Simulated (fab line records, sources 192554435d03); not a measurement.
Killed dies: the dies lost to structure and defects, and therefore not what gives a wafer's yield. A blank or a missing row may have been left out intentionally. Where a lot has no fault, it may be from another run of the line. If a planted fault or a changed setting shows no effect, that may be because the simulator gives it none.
Matching of chambers | flow n5 finfet | 4 sister chambers for N5_BEOL_M9_STRIP_19 on rie diel-04
The step strips in O2. 14 wafers are shown with their chamber, then 7 later ones without.

== WAFERS, EACH WITH ITS CHAMBER ==
wafer  | chamber | drypump motor current A (A) | showerhead plenum p Torr (Torr) | throttle valve pct (%)
L076.1 | 3       | 5.7                         | 2.11                            | 16.60
L076.3 | 1       | 5.3                         | 2.03                            | 16.36
L076.6 | 2       | 6.4                         | 2.13                            | 16.72
L078.2 | 2       | 6.3                         | 2.13                            | 16.71
L078.4 | 0       | 5.9                         | 2.12                            | 16.69
L078.5 | 1       | 5.3                         | 2.03                            | 16.37
L087.2 | 0       | 5.9                         | 2.11                            | 16.71
L087.3 | 1       | 5.4                         | 2.03                            | 16.40
L087.5 | 2       | 6.4                         | 2.12                            | 16.76
L090.1 | 3       | 5.7                         | 2.10                            | 16.65
L090.3 | 1       | 5.3                         | 2.02                            | 16.41
L090.5 | 0       | 5.9                         | 2.11                            | 16.72
L093.3 | 3       | 5.7                         | 2.10                            | 16.67
L093.4 | 0       | 5.9                         | 2.11                            | 16.72

SIGNATURES (means of the wafers above)
reading                  | chamber 0 | chamber 1 | chamber 2 | chamber 3 | scatter within a chamber
drypump motor current A  | 5.900     | 5.325     | 6.367     | 5.700     | 0.0376
showerhead plenum p Torr | 2.1125    | 2.0275    | 2.1267    | 2.1033    | 0.00532
throttle valve pct       | 16.7100   | 16.3850   | 16.7300   | 16.6400   | 0.0251
Rule: a wafer's distance from a chamber is the root of the sum, over the readings, of the square of ((its reading less the chamber's mean) divided by the reading's scatter). The wafer belongs to the nearest chamber; if the next one is less than 2 further off, it can't be placed. The scatter: the root of (the sum of the squares of (reading less its chamber's mean) over the shown wafers, divided by (wafers less chambers)).

== WAFERS WITHOUT THEIR CHAMBER ==
wafer  | drypump motor current A (A) | showerhead plenum p Torr (Torr) | throttle valve pct (%)
L093.6 | 6.4                         | 2.12                            | 16.77
L096.1 | 5.4                         | 2.02                            | 16.43
L096.5 | 5.3                         | 2.02                            | 16.40
L096.6 | 6.4                         | 2.12                            | 16.79
L095.2 | 5.7                         | 2.10                            | 16.67
L095.4 | 6.4                         | 2.12                            | 16.79
L095.6 | 5.7                         | 2.10                            | 16.66

== CHAMBER TAKEN BY EACH ==
wafer  | from the rows above | in truth
L093.6 | 2                   | 2
L096.1 | 1                   | 1
L096.5 | 1                   | 1
L096.6 | 2                   | 2
L095.2 | 3                   | 3
L095.4 | 2                   | 2
L095.6 | 3                   | 3
Placed correctly: 7 of 7. Left unplaced by these rows: 0. Placed wrongly: 0.
